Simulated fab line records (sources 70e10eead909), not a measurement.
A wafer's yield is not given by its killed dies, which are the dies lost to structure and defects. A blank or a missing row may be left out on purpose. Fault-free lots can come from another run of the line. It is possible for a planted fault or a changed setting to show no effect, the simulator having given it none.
Which tool did it? / flow nandHarc / 6 lots with 17 wafers sampled at 5 steps, on a route of 1302 steps

== WHAT THE GAUGES READ, wafer by wafer ==
NHARC_END_SORT_01.
lot=L344; measured=day 31 08:42; on=prober-02; killedAtArray=675 41

== TOOL THAT RAN EACH LOT (tool first, then ch and the chambers of the sampled wafers, then the start) ==
lot=L329; NHARC_A_STAIRCASE_TRIM_222=rieDiel-03 ch 0,2,3, day 16 15:44 or earlier; NHARC_A_STAIRCASE_ETCH_236=rieDiel-13 ch 0,3, day 16 15:44 or earlier; NHARC_A_STAIRCASE_ETCH_253=rieDiel-03 ch 1,3, day 16 15:44; NHARC_A_STAIRCASE_STRIP_254=plasmaAsher-02 ch 0,1, day 16 15:55
lot=L334; NHARC_A_STAIRCASE_TRIM_222=rieDiel-03 ch 0,2,3, day 18 18:52 or earlier; NHARC_A_STAIRCASE_ETCH_236=rieDiel-03 ch 0,1,3, day 18 18:52 or earlier; NHARC_A_STAIRCASE_ETCH_253=rieDiel-03 ch 0,1,2, day 18 18:52; NHARC_A_STAIRCASE_STRIP_254=plasmaAsher-01 ch 0,1, day 18 18:58
lot=L340; NHARC_A_STAIRCASE_TRIM_222=rieDiel-03 ch 0,2,3, day 21 09:25 or earlier; NHARC_A_STAIRCASE_ETCH_236=rieDiel-03 ch 0,1,3, day 21 09:25 or earlier; NHARC_A_STAIRCASE_ETCH_253=rieDiel-12 ch 2,3, day 21 09:25; NHARC_A_STAIRCASE_STRIP_254=plasmaAsher-01 ch 0,1, day 21 09:38
lot=L344; NHARC_A_STAIRCASE_TRIM_222=rieDiel-03 ch 1, day 23 01:00 or earlier; NHARC_A_STAIRCASE_ETCH_236=rieDiel-03 ch 0,2, day 23 01:00 or earlier; NHARC_A_STAIRCASE_ETCH_253=rieDiel-03 ch 0, day 23 01:00; NHARC_A_STAIRCASE_STRIP_254=plasmaAsher-02 ch 0,1, day 23 01:11
lot=L348; NHARC_A_STAIRCASE_TRIM_222=rieDiel-03 ch 1,3, day 25 05:27 or earlier; NHARC_A_STAIRCASE_ETCH_236=rieDiel-12 ch 2,3, day 25 05:27 or earlier; NHARC_A_STAIRCASE_ETCH_253=rieDiel-13 ch 0,3, day 25 05:27; NHARC_A_STAIRCASE_STRIP_254=plasmaAsher-02 ch 0,1, day 25 05:32
lot=L350; NHARC_A_STAIRCASE_TRIM_222=rieDiel-12 ch 1,2,3, day 25 19:47 or earlier; NHARC_A_STAIRCASE_ETCH_236=rieDiel-03 ch 1,2,3, day 25 19:47 or earlier; NHARC_A_STAIRCASE_ETCH_253=rieDiel-13 ch 1,2,3, day 25 19:47; NHARC_A_STAIRCASE_STRIP_254=plasmaAsher-01 ch 0,1, day 25 19:56
- NHARC_A_STAIRCASE_TRIM_222: chemistry O2, time 211.2 s.
- NHARC_A_STAIRCASE_ETCH_236: etches the open film in C4F8/O2, target depth 100 nm, time 40.5 s.
- NHARC_A_STAIRCASE_ETCH_253: etches the open film in C4F8/O2, target depth 50 nm, time 20.2 s.
- NHARC_A_STAIRCASE_STRIP_254: strips in O2.

== THE ANSWER, worked out from the rows above alone ==
Rule: what is usual is taken from the lots themselves. The widest of any qualifying gaps counts: lots, ordered by their means at a reading, are off when they make up no more than a third of the lots, leave a main group of 4 or more, and stand apart from it by 3 or more times the standard deviation of that group's means. If all means in a main group match to the digits the tables above print for the reading, that group is not used. Also off: a lot with no number at a reading for which 4 or more lots have one. The other lots that the step has rows for count as sound.
No lot is off on any of the readings shown, so nothing can be concluded from this.

== WHAT HAD BEEN PUT IN BY THE SIMULATOR ==
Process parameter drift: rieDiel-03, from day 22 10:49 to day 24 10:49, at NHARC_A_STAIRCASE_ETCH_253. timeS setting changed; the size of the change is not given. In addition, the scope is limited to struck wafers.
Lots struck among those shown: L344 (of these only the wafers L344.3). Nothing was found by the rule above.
